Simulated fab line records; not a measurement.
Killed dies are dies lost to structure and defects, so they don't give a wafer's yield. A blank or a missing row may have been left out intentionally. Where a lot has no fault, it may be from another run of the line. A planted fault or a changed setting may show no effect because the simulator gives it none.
The tool behind it: which one? + flow n5 finfet + Sampling: 9 lots, 27 wafers, 7 of 1938 route steps

WHAT THE GAUGES READ, wafer by wafer
N5_BEOL_M10_CD_MEAS_18: pitch 140 nm, target cd 70 nm.
| lot  | measured     | on        | cd nm (nm)     |
|------|--------------|-----------|----------------|
| L430 | day 10 01:16 | cd sem-01 | 70.5 70.6 71.9 |
| L431 | day 10 09:10 | cd sem-01 | 69.8 70.5 70.7 |
| L436 | day 11 19:05 | cd sem-02 | 69.0 69.7 69.5 |
| L437 | day 12 03:35 | cd sem-03 | 69.6 69.1 69.2 |
| L439 | day 12 10:56 | cd sem-01 | 69.9 70.2 69.0 |
| L441 | day 13 12:27 | cd sem-02 | 71.3 72.4 71.0 |
| L445 | day 13 20:41 | cd sem-01 | 68.7 69.6 70.3 |
| L443 | day 13 20:49 | cd sem-01 | 70.5 70.8 70.7 |
| L447 | day 15 05:30 | cd sem-01 | 70.6 70.4 68.4 |

N5_BEOL_M10_OCD_MEAS_38.
| lot  | measured     | on     | trench depth nm (nm) |
|------|--------------|--------|----------------------|
| L430 | day 10 03:31 | ocd-02 | 150 145 147          |
| L431 | day 10 11:37 | ocd-01 | 147 151 149          |
| L436 | day 11 23:42 | ocd-01 | 147 157 147          |
| L437 | day 12 08:40 | ocd-02 | 153 143 155          |
| L439 | day 12 12:47 | ocd-02 | 148 152 210          |
| L441 | day 13 15:34 | ocd-01 | 150 142 208          |
| L445 | day 13 21:44 | ocd-02 | 149 147 147          |
| L443 | day 13 22:23 | ocd-01 | 154 148 146          |
| L447 | day 15 07:29 | ocd-02 | 149 143 147          |

N5_BEOL_M10_THK_MEAS_53: measures by xrf.
| lot  | measured     | on            | M10_THK (nm) |
|------|--------------|---------------|--------------|
| L430 | day 10 06:59 | film metro-01 | 139 136 138  |
| L431 | day 10 13:52 | film metro-01 | 136 141 137  |
| L436 | day 12 02:19 | film metro-02 | 138 150 139  |
| L437 | day 12 11:24 | film metro-02 | 144 135 146  |
| L439 | day 12 15:31 | film metro-02 | 137 143 200  |
| L441 | day 13 19:24 | film metro-02 | 142 132 199  |
| L445 | day 14 01:46 | film metro-02 | 140 135 140  |
| L443 | day 14 02:28 | film metro-01 | 147 139 139  |
| L447 | day 15 09:50 | film metro-01 | 137 132 136  |

N5_BEOL_M10_RS_MEAS_57: measures by four-point-probe.
| lot  | measured     | on            | M10_RS (ohm/sq)   |
|------|--------------|---------------|-------------------|
| L430 | day 10 07:07 | film metro-02 | 0.148 0.153 0.151 |
| L431 | day 10 14:01 | film metro-01 | 0.155 0.148 0.153 |
| L436 | day 12 02:27 | film metro-01 | 0.152 0.139 0.151 |
| L437 | day 12 11:32 | film metro-02 | 0.146 0.156 0.144 |
| L439 | day 12 15:39 | film metro-02 | 0.152 0.146 0.101 |
| L441 | day 13 19:32 | film metro-02 | 0.147 0.160 0.102 |
| L445 | day 14 01:56 | film metro-02 | 0.150 0.155 0.150 |
| L443 | day 14 02:52 | film metro-01 | 0.143 0.153 0.154 |
| L447 | day 15 09:58 | film metro-01 | 0.154 0.158 0.154 |

WHICH TOOL RAN EACH LOT (tool, then ch and the chambers of the sampled wafers, then the start)
| lot  | N5_BEOL_M10_ETCH_62                | N5_BEOL_M10_TRENCH_ETCH_37         | N5_BEOL_M10_DEGAS_44         |
|------|------------------------------------|------------------------------------|------------------------------|
| L430 | rie diel-01 ch 1,2,3, day 10 00:45 | rie diel-01 ch 0,1, day 10 03:20   | pvd sputter-02, day 10 04:26 |
| L431 | rie diel-05 ch 0,2, day 10 08:44   | rie diel-01 ch 0,1,2, day 10 11:26 | pvd sputter-01, day 10 12:14 |
| L436 | rie diel-01 ch 0,3, day 11 18:38   | rie diel-03 ch 0,2, day 11 23:31   | pvd sputter-03, day 12 00:26 |
| L437 | rie diel-05 ch 0,1,3, day 12 03:13 | rie diel-03 ch 1,2,3, day 12 08:29 | pvd sputter-03, day 12 09:28 |
| L439 | rie diel-05 ch 0,1,3, day 12 10:34 | rie diel-03 ch 0,1,2, day 12 12:36 | pvd sputter-01, day 12 13:27 |
| L441 | rie diel-01 ch 1,2, day 13 11:51   | rie diel-03 ch 1,2,3, day 13 15:23 | pvd sputter-01, day 13 17:54 |
| L445 | rie diel-01 ch 0,2,3, day 13 20:13 | rie diel-01 ch 0,2, day 13 21:33   | pvd sputter-02, day 13 22:15 |
| L443 | rie diel-03 ch 0,1, day 13 20:26   | rie diel-05 ch 0,2,3, day 13 22:12 | pvd sputter-03, day 13 22:54 |
| L447 | rie diel-05 ch 2,3, day 15 05:06   | rie diel-01 ch 0,2,3, day 15 07:19 | pvd sputter-03, day 15 08:06 |
- N5_BEOL_M10_ETCH_62: etches SOC in N2/H2, target depth 110 nm, overetch 22 nm, time 165 s.
- N5_BEOL_M10_TRENCH_ETCH_37: etches SiCOH lowk in C4F6/O2, target depth 148.83 nm, time 48 s.
- N5_BEOL_M10_DEGAS_44: time 60 s.

AS READ BY THE TOOLS THEMSELVES (means over the sampled wafers that have a number; for cases with no such wafer, the mark the record gives instead)
N5_BEOL_M10_ETCH_62.
| lot  | tool        | drypump motor current A (A) | oes product au (a.u.) | rf vpp V (V) | showerhead plenum p Torr (Torr) | throttle valve pct (%) |
|------|-------------|-----------------------------|-----------------------|--------------|---------------------------------|------------------------|
| L430 | rie diel-01 | 5.5                         | 0.67                  | 526.2        | 2.62                            | 17.9                   |
| L431 | rie diel-05 | 5.4                         | 0.61                  | 522.9        | 2.52                            | 17.7                   |
| L436 | rie diel-01 | 5.7                         | 0.68                  | 523.7        | 2.55                            | 17.6                   |
| L437 | rie diel-05 | 5.5                         | 0.69                  | 522.0        | 2.49                            | 17.5                   |
| L439 | rie diel-05 | 5.5                         | 0.69                  | 523.2        | 2.49                            | 17.5                   |
| L441 | rie diel-01 | 5.4                         | 0.77                  | 527.0        | 2.64                            | 17.9                   |
| L445 | rie diel-01 | 5.8                         | 0.69                  | 525.1        | 2.59                            | 17.7                   |
| L443 | rie diel-03 | 5.2                         | 0.68                  | 525.6        | 2.61                            | 18.0                   |
| L447 | rie diel-05 | 6.1                         | 0.74                  | 522.1        | 2.45                            | 17.3                   |

N5_BEOL_M10_TRENCH_ETCH_37.
| lot  | tool        | C4F6_flow_sccm (sccm) | drypump motor current A (A) | mfc ar sccm (sccm) | oes product au (a.u.) | rf vpp V (V) | showerhead plenum p Torr (Torr) | throttle valve pct (%) |
|------|-------------|-----------------------|-----------------------------|--------------------|-----------------------|--------------|---------------------------------|------------------------|
| L430 | rie diel-01 | 10.00                 | 5.5                         | 299.7              | 0.82                  | 650          | 2.92                            | 21.14                  |
| L431 | rie diel-01 | 10.01                 | 5.6                         | 300.0              | 0.83                  | 649          | 2.96                            | 21.12                  |
| L436 | rie diel-03 | 10.03                 | 5.7                         | 300.4              | 0.76                  | 668          | 2.82                            | 21.27                  |
| L437 | rie diel-03 | 10.03                 | 5.5                         | 299.5              | 0.83                  | 685          | 3.01                            | 20.89                  |
| L439 | rie diel-03 | 10.00                 | 5.5                         | 299.7              | 0.87                  | 673          | 2.92                            | 21.10                  |
| L441 | rie diel-03 | 9.98                  | 5.5                         | 299.4              | 0.88                  | 684          | 3.00                            | 20.93                  |
| L445 | rie diel-01 | 9.98                  | 5.8                         | 301.1              | 0.85                  | 656          | 2.95                            | 21.08                  |
| L443 | rie diel-05 | 10.02                 | 5.6                         | 300.6              | 0.90                  | 658          | 2.82                            | 20.71                  |
| L447 | rie diel-01 | 10.03                 | 5.8                         | 299.9              | 0.79                  | 663          | 2.92                            | 21.00                  |

N5_BEOL_M10_DEGAS_44.
| lot  | tool           | heater power w (W) |
|------|----------------|--------------------|
| L430 | pvd sputter-02 | 312                |
| L431 | pvd sputter-01 | 315                |
| L436 | pvd sputter-03 | 297                |
| L437 | pvd sputter-03 | 296                |
| L439 | pvd sputter-01 | 325                |
| L441 | pvd sputter-01 | 339                |
| L445 | pvd sputter-02 | 335                |
| L443 | pvd sputter-03 | 312                |
| L447 | pvd sputter-03 | 315                |

THE ANSWER, worked out from the rows above alone
Rule: the lots themselves supply what counts as usual. Put in order of their means at a reading, lots are off if they are a third of the lots or fewer, leave a main group of 4 or more, and stand apart from it by a gap of 3 or more times the standard deviation of the main group's means; of several such gaps the widest counts. A main group whose means are all the same, to the digits that the tables above print for the reading, isn't used. Also off: a lot with no number at a reading for which 4 or more lots have one. The other lots that the step has rows for count as sound. Order of review: gauges by route order, followed by the tools' own readings, for which a lot's mean as printed above is used. At the first step where some lot is off, the reading lying furthest off is the one used; lots without a number count as furthest.
Off at N5_BEOL_M10_OCD_MEAS_38 (trench depth nm): L439, L441. The main group has a mean of 149 nm with a standard deviation of 1.4.
If a tool, at a process step before that reading, ran all the lots that are off and no sound lot after the first of them, it fits. Not tried: the gauges at N5_BEOL_M10_OCD_MEAS_38; whatever is off there is also off at N5_BEOL_M10_THK_MEAS_53, on other tools, and gauge error can't account for it. One fits: N5_BEOL_M10_TRENCH_ETCH_37 on rie diel-03. Its last sound lot is L437 (day 12 08:29), its first lot that is off L439 (day 12 12:36): a fault that began between those two fits.

WHAT HAD BEEN PUT IN BY THE SIMULATOR
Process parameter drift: rie diel-03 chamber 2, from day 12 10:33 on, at N5_BEOL_M10_TRENCH_ETCH_37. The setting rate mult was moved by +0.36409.
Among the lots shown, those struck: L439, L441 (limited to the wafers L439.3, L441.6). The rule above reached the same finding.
